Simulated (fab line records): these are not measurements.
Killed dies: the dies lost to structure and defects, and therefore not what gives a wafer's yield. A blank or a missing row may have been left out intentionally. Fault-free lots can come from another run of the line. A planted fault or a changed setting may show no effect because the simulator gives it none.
fab line records	flow n5Finfet
[record] lots = 10	wafers = 30	lastDay = 20
route steps=1938 shown PMOS_HMC_CHANNEL_EPI@78 BEOL_M4@1097 BEOL_M5@1112 PASSIVATION@1936
lots that met no fault: taken from a fault-free run of the same line
startH: start of the lot's first displayed wafer, in hours after the record's first day	waitH: hours from the lot's prior step to this one	" unchanged from the row above	L1.1+2: a row that stands for several wafers	- either no value or no given start	* or withheld: withheld	< > ~ a bound
route shown NAME@n: names a module that has steps shown in the file, with the first one's number in the route	usual: mean/standard deviation taken from wafers without a fault	same: alike in all rows	chamber/n: place in a boat	sites: per-site readings	_std_site: standard deviation across them	_edge_site: mean of outer sites minus mean of inner sites	radiusMm: how far each site lies from the wafer's centre	mask NAME#n: copy n	behind: tool/chamber where the wafer was last shaped	hold: why the lot went on hold/how many hours it stayed there/how the hold came to an end	device: which transistor (n, p or np) failed to switch	end of line: tests run on the same wafers once the route is complete	where a step has no rows: the recipe by itself	killed: at the first sort, the dies lost to defects and structure; wafer yield is something else	map: a wafer's dies, x killed, . not, _ none there
set.NAME: the run value of the setting; set.NAME@STEP: its run value at that earlier step	model.NAME: the simulator's own value behind a step, which no gauge read
a sample of lots followed through the steps of the route, with each step as a table and each wafer as a row
services: when a tool's chamber went out of use (startH, in hours from the record's first day, below 0 if earlier), for how many hours, and the reason
[[steps]]
[step N5_PMOS_HMC_CHANNEL_EPI_EPI_20]
[recipe] material = SiGe30	maskMaterial = SiO2	pressureTorr = 20	targetThkA = 590	tempC = 600
[usual] susceptor_temp_C_max = 601.7/0.6
lot.wafer	tool	chamber	startH	waitH	susceptor_temp_C_max
L245.1	epiRpcvd-03	0	24.05	0.0	601.4
L245.3	"	0	"	"	602.9
L245.6	"	0	"	"	602.4
L246.1	epiRpcvd-03	0	30.28	0.0	601.7
L246.4	"	0	"	"	601.3
L246.6	"	0	"	"	602.0
L256.3	epiRpcvd-04	0	90.50	0.4	600.9
L256.4	"	0	"	"	601.0
L256.5	"	0	"	"	601.3
L257.2	epiRpcvd-04	0	96.36	0.2	600.6
L257.3	"	0	"	"	600.8
L257.5	"	0	"	"	601.1
L258.3	epiRpcvd-03	0	102.26	0.4	602.2
L258.5	"	0	"	"	602.0
L258.6	"	0	"	"	601.8
L261.1	epiRpcvd-03	0	119.94	0.0	602.1
L261.2	"	0	"	"	602.0
L261.4	"	0	"	"	602.6
L262.1	epiRpcvd-03	0	126.07	0.0	601.3
L262.4	"	0	"	"	601.7
L262.6	"	0	"	"	602.1
L263.1	epiRpcvd-02	0	132.30	0.0	601.3
L263.5	"	0	"	"	601.6
L263.6	"	0	"	"	601.6
L264.2	epiRpcvd-03	0	142.43	0.3	602.7
L264.3	"	0	"	"	602.3
L264.4	"	0	"	"	602.4
L267.1	epiRpcvd-04	0	156.09	0.0	600.7
L267.2	"	0	"	"	600.8
L267.4	"	0	"	"	601.3
[step N5_BEOL_M4_ANNEAL_93]
[recipe] tempC = 400	timeS = 240	ambient = vacuum
[usual] heaterPowerW = 827/87	susceptor_temp_C_max = 401.1/0.47
lot.wafer	tool	chamber	startH	waitH	heaterPowerW	susceptor_temp_C_max
L245.1	pvdSputter-02	-	226.58	0.0	960	401.3
L245.3	"	-	"	"	1033	400.8
L245.6	"	-	"	"	779	401.6
L246.1	pvdSputter-03	-	243.84	0.0	731	401.1
L246.4	"	-	"	"	814	401.2
L246.6	"	-	"	"	786	400.3
L256.3	pvdSputter-03	-	298.75	0.0	725	400.8
L256.4	"	-	"	"	805	400.6
L256.5	"	-	"	"	802	400.5
L258.3	pvdSputter-02	-	314.18	0.0	780	401.7
L258.5	"	-	"	"	776	401.6
L258.6	"	-	"	"	987	401.0
L257.2	pvdSputter-03	-	321.65	0.0	790	401.8
L257.3	"	-	"	"	743	400.8
L257.5	"	-	"	"	799	401.2
L261.1	pvdSputter-03	-	325.43	0.0	820	401.5
L261.2	"	-	"	"	805	400.8
L261.4	"	-	"	"	749	401.2
L263.1	pvdSputter-02	-	346.66	0.0	788	401.4
L263.5	"	-	"	"	765	401.4
L263.6	"	-	"	"	960	401.4
L264.2	pvdSputter-03	-	349.44	0.0	741	401.0
L264.3	"	-	"	"	794	400.4
L264.4	"	-	"	"	836	401.6
L262.1	pvdSputter-01	-	349.62	0.0	838	401.0
L262.4	"	-	"	"	797	400.5
L262.6	"	-	"	"	803	400.6
L267.1	pvdSputter-02	-	373.88	0.0	757	400.8
L267.2	"	-	"	"	960	401.3
L267.4	"	-	"	"	787	402.3
[step N5_BEOL_M4_RC_MEAS_101]
[usual] DIBL_N = 37.1/2.6	DIBL_P = 38/3	IOFF_N = 0.18/0.052	IOFF_P = 0.25/0.06	IOFF_P_LONG = 0.000107/9e-06	ION_N = 678/15	ION_P = 467/8.6	SS_N = 71.7/0.73	SS_P = 73.7/0.89	VT_N = 249/4.3	VT_P = -248/3.8	VT_P_LONG = -274.2/2.8
lot.wafer	tool	chamber	startH	waitH	DIBL_N[mV/V]	DIBL_P[mV/V]	IOFF_N[nA/um]	IOFF_P[nA/um]	IOFF_P_LONG[nA/um]	ION_N[uA/um]	ION_P[uA/um]	SS_N[mV/dec]	SS_P[mV/dec]	VT_N[mV]	VT_P[mV]	VT_P_LONG[mV]
L245.1	prober-02	0	228.07	0.0	34.6	36	0.13	0.18	0.000103	657	448	70.1	72.9	253	-255	-273.7
L245.3	"	0	"	"	40.1	42	0.26	0.29	0.000109	688	468	72.2	74.8	242	-245	-274.8
L245.6	"	0	"	"	36.5	38	0.17	0.22	0.000108	667	459	72.0	72.7	249	-251	-273.3
L246.1	prober-02	0	245.30	0.0	36.0	34	0.14	0.20	0.000121	676	465	71.2	72.9	248	-250	-270.5
L246.4	"	0	"	"	36.3	36	0.17	0.24	0.000115	692	472	71.6	73.4	244	-246	-271.6
L246.6	"	0	"	"	36.3	35	0.15	0.24	0.00012	691	474	71.2	72.7	249	-248	-270.9
L256.3	prober-02	0	300.52	0.3	36.7	38	0.18	0.35	0.000142	675	487	71.2	73.1	246	-239	-265.0
L256.4	"	0	"	"	35.2	37	0.16	0.33	0.000145	693	494	70.9	74.1	249	-237	-264.5
L256.5	"	0	"	"	37.4	39	0.19	0.36	0.000138	671	479	71.9	74.2	248	-239	-265.5
L258.3	prober-02	0	316.35	0.3	38.4	40	0.22	0.28	9.3e-05	711	479	72.2	73.7	246	-248	-280.3
L258.5	"	0	"	"	38.2	39	0.21	0.25	9.4e-05	687	465	71.8	73.8	247	-250	-276.3
L258.6	"	0	"	"	38.4	41	0.22	0.30	8.9e-05	685	471	72.6	74.4	246	-246	-278.2
L257.2	prober-02	0	323.27	0.2	36.4	35	0.15	0.28	0.000133	684	484	71.6	73.4	252	-243	-266.5
L257.3	"	0	"	"	32.7	31	0.10	0.23	0.00014	666	480	70.4	72.8	257	-243	-265.6
L257.5	"	0	"	"	35.0	33	0.13	0.24	0.000131	664	472	71.5	72.5	257	-244	-267.3
L261.1	prober-02	0	326.89	0.0	36.8	38	0.15	0.25	0.000115	675	469	71.2	73.1	253	-245	-271.3
L261.2	"	0	"	"	37.6	39	0.18	0.29	0.000119	680	478	71.5	73.6	247	-245	-273.9
L261.4	"	0	"	"	42.1	43	0.30	0.40	0.000112	712	482	72.6	75.5	241	-240	-270.1
L263.1	prober-01	0	348.65	0.0	35.4	38	0.15	0.20	8.3e-05	669	457	71.1	73.4	253	-252	-281.3
L263.5	"	0	"	"	36.7	39	0.18	0.22	8.7e-05	688	465	71.8	73.7	246	-252	-282.4
L263.6	"	0	"	"	35.1	38	0.15	0.21	8.8e-05	669	460	71.3	73.4	251	-251	-281.0
L264.2	prober-02	0	351.22	0.2	38.0	38	0.18	0.25	0.00011	675	464	72.1	73.6	250	-248	-275.6
L264.3	"	0	"	"	33.1	34	0.10	0.17	0.000106	655	458	70.9	73.0	258	-255	-273.6
L264.4	"	0	"	"	35.1	35	0.13	0.18	0.000116	666	455	71.4	73.5	253	-253	-273.2
L262.1	prober-01	0	351.78	0.7	32.3	34	0.11	0.17	0.000106	661	452	70.5	71.0	253	-252	-276.3
L262.4	"	0	"	"	36.0	38	0.17	0.25	9.6e-05	662	461	72.2	74.0	247	-248	-273.1
L262.6	"	0	"	"	32.8	34	0.12	0.18	0.000107	671	469	70.6	71.9	254	-252	-276.0
L267.1	prober-02	0	375.35	0.0	39.7	42	0.26	0.32	0.000109	694	474	72.8	75.2	241	-245	-275.8
L267.2	"	0	"	"	40.2	42	0.25	0.33	0.000114	682	475	72.6	74.5	246	-245	-275.5
L267.4	"	0	"	"	38.0	39	0.22	0.26	9.5e-05	681	466	72.4	74.2	245	-246	-274.2
[step N5_BEOL_M5_ILD_DEP_00]
[recipe] material = SiCOH_lowk	targetThkA = 1406.4	tempC = 300	precursor = DEMS/porogen	pressureTorr = 5	rfW = 500	timeS = 25.9
[usual] heaterPowerW = 310/53	showerheadPlenumPTorr = 5.735/0.013	throttleValvePct = 13.7/0.96
lot.wafer	tool	chamber	startH	waitH	heaterPowerW	showerheadPlenumPTorr	throttleValvePct
L245.1	pecvd-02	0	229.03	0.8	263	5.718	13.8
L245.3	"	2	"	"	209	5.738	12.6
L245.6	"	0	"	"	270	5.726	13.4
L246.1	pecvd-02	1	246.27	0.8	315	5.745	14.1
L246.4	"	1	"	"	315	5.750	14.3
L246.6	"	0	"	"	313	5.723	13.8
L256.3	pecvd-03	1	301.18	0.5	298	5.742	14.6
L256.4	"	0	"	"	340	5.736	13.6
L256.5	"	2	"	"	377	5.717	12.2
L258.3	pecvd-02	2	317.00	0.5	206	5.734	12.9
L258.5	"	2	"	"	202	5.713	12.6
L258.6	"	0	"	"	238	5.739	13.6
L257.2	pecvd-04	2	324.07	0.7	274	5.734	13.1
L257.3	"	1	"	"	321	5.741	15.7
L257.5	"	0	"	"	391	5.720	13.4
L261.1	pecvd-02	2	327.86	0.8	215	5.725	12.8
L261.2	"	0	"	"	280	5.729	13.5
L261.4	"	1	"	"	366	5.743	14.1
L263.1	pecvd-04	2	349.62	0.8	278	5.746	13.1
L263.5	"	1	"	"	326	5.733	15.5
L263.6	"	2	"	"	281	5.732	12.7
L264.2	pecvd-02	2	352.02	0.7	216	5.720	12.7
L264.3	"	1	"	"	376	5.737	14.4
L264.4	"	1	"	"	377	5.747	14.2
L262.1	pecvd-02	1	352.74	0.8	358	5.759	14.2
L262.4	"	1	"	"	359	5.769	14.0
L262.6	"	2	"	"	163	5.714	12.7
L267.1	pecvd-03	1	376.31	0.8	321	5.741	14.8
L267.2	"	2	"	"	351	5.722	12.2
L267.4	"	1	"	"	316	5.755	14.7
[step N5_BEOL_M5_PECVD_70]
[recipe] material = SiO2	targetThkA = 160	tempC = 400	precursor = TEOS/O2	pressureTorr = 5.5	rfW = 450	teosFlowSccm = 53.8	gas = O2	flowSccm = 3000	timeS = 18
[usual] heaterPowerW = 713/98	showerheadPlenumPTorr = 8.77/0.043	throttleValvePct = 22.2/1.5
lot.wafer	tool	chamber	startH	waitH	heaterPowerW	showerheadPlenumPTorr	throttleValvePct
L245.1	pecvd-02	0	230.12	0.0	629	8.74	21.9
L245.3	"	1	"	"	724	8.79	23.1
L245.6	"	1	"	"	741	8.83	23.0
L246.1	pecvd-02	2	246.88	0.0	508	8.75	20.3
L246.4	"	2	"	"	504	8.73	20.2
L246.6	"	0	"	"	673	8.74	21.9
L256.3	pecvd-02	1	301.79	0.0	827	8.83	23.1
L256.4	"	0	"	"	606	8.73	22.5
L256.5	"	2	"	"	548	8.75	20.6
L258.3	pecvd-04	0	317.61	0.0	737	8.74	21.6
L258.5	"	1	"	"	759	8.83	25.1
L258.6	"	2	"	"	659	8.77	21.2
L257.2	pecvd-03	0	324.68	0.0	717	8.79	22.3
L257.3	"	2	"	"	785	8.67	20.2
L257.5	"	1	"	"	708	8.80	23.7
L261.1	pecvd-03	1	328.47	0.0	702	8.79	23.6
L261.2	"	2	"	"	693	8.69	20.1
L261.4	"	0	"	"	799	8.77	22.4
L263.1	pecvd-02	2	351.46	0.0	556	8.76	20.2
L263.5	"	1	"	"	788	8.81	23.4
L263.6	"	2	"	"	551	8.74	20.4
L264.2	pecvd-02	0	352.63	0.0	713	8.73	22.0
L264.3	"	2	"	"	561	8.74	20.1
L264.4	"	0	"	"	704	8.76	22.2
L262.1	pecvd-04	1	353.37	0.0	764	8.79	25.2
L262.4	"	1	"	"	754	8.83	25.3
L262.6	"	2	"	"	701	8.79	21.4
L267.1	pecvd-02	0	376.92	0.0	617	8.75	22.0
L267.2	"	1	"	"	750	8.82	22.8
L267.4	"	1	"	"	750	8.82	22.7
[step N5_PASSIVATION_PROBE_49]
[usual] defectLimitedYield = 91.4/1.4	killed_at_M0_to_M3 = 34/9.1	killed_at_M4_up = 14/5.2	killedAtContacts = 12/6.4	killedAtFrontEnd = 38/11	killedAtOther = 3.7/2.8	killedDies = 102/17	killedOpen = 68/13	killedShort = 32/7.8	sort_bin_4_leakage = 0.05/0.3	sort_bin_5_function = 5.1/1	sort_bin_6_memory = 3.2/0.66	sortNPass = 1076/19	sortYieldPct = 91.2/1.6
[same] grossDies = 1180	killedAtBackSide = 0	sort_bin_8_speed[%] = 0
lot.wafer	tool	chamber	startH	waitH	defectLimitedYield[%]	killed_at_M0_to_M3	killed_at_M4_up	killedAtContacts	killedAtFrontEnd	killedAtOther	killedDies	killedOpen	killedShort	sort_bin_4_leakage[%]	sort_bin_5_function[%]	sort_bin_6_memory[%]	sortNPass	sortYieldPct[%]
L256.3	prober-01	-	405.34	0.1	92.6	36	15	7	28	1	87	62	24	0.08	4.4	2.9	1092	92.5
L256.5	prober-01	-	405.44	0.2	92.2	38	10	9	33	2	92	56	34	0.08	4.2	3.3	1087	92.1
// killed by level:class
L256.3 BEOL_M0_SAQP:geometricParticle:open=11 BEOL_M4:geometricParticle:open=9 FIN_SAQP:geometricParticle:open=8 BEOL_M1:geometricParticle:open=8 GATE_CUT:geometricParticle:short=5 BEOL_M2:geometricParticle:open=5 MOL_CONTACT_COAG:geometricParticle:open=4 BEOL_M0_SAQP:geometricParticle:short=4
L256.5 BEOL_M2:geometricParticle:open=9 MOL_CONTACT_COAG:geometricParticle:open=8 BEOL_M0_SAQP:geometricParticle:open=8 BEOL_M1:geometricParticle:open=8 BEOL_M0_SAQP:geometricParticle:short=6 FIN_SAQP:geometricParticle:open=5 GATE_CUT:geometricParticle:short=4 STARTING-WAFER:geometricParticle:short=4
[[services]]
tool	chamber	startH	hours	kind
pecvd-04	1	5.47	4.1	repair
pecvd-03	0	12.07	6.7	repair
pecvd-03	-	20.03	0.7	repair
pecvd-04	0	35.93	7.1	repair
epiRpcvd-04	-	57.62	6.0	pm
pecvd-04	-	60.31	0.6	repair
pecvd-03	-	61.79	6.0	pm
pecvd-03	-	67.79	14.6	pm
pecvd-02	-	82.07	9.8	repair
pvdSputter-02	-	86.23	5.7	repair
epiRpcvd-03	-	87.00	6.0	pm
pvdSputter-03	-	106.97	1.1	repair
pvdSputter-02	-	118.55	0.5	repair
pecvd-04	-	127.98	6.0	pm
pvdSputter-03	-	135.19	3.9	repair
pecvd-04	2	142.11	4.0	repair
epiRpcvd-04	-	165.99	0.5	pm
pvdSputter-03	-	175.65	1.1	repair
pvdSputter-02	-	184.70	1.4	repair
pecvd-03	2	238.13	4.2	repair
pecvd-04	-	242.72	14.6	pm
pecvd-03	-	251.82	0.4	repair
epiRpcvd-03	-	322.63	8.1	pm
epiRpcvd-03	-	338.98	2.8	pm
[[key]]
[firstSign] step = N5_BEOL_M4_RC_MEAS_101	reading = IOFF_P_LONG	direction = up	sigmas = 3.4	usual = 0.000107	struck = 0.000138
[effect] step = N5_BEOL_M4_RC_MEAS_101	reading = VT_P_LONG	direction = up	sigmas = 3.1	usual = -274.2	struck = -265.7
[effect] step = N5_BEOL_M4_RC_MEAS_101	reading = ION_P	direction = up	sigmas = 1.8	usual = 467	struck = 483
[effect] step = N5_BEOL_M4_RC_MEAS_101	reading = VT_P	direction = up	sigmas = 1.7	usual = -248	struck = -241
metAt N5_PMOS_HMC_CHANNEL_EPI_EPI_20
struckLots L256,L257
notActingAt N5_BEOL_M4_ANNEAL_93,N5_BEOL_M5_ILD_DEP_00,N5_BEOL_M5_PECVD_70
[fault] kind = processParameterDrift	tool = epiRpcvd-04	chamber = -	onsetH = 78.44	steps = N5_PMOS_HMC_CHANNEL_EPI_EPI_20	channel = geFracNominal	offset = 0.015	shape = step	endH = 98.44	stated = 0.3
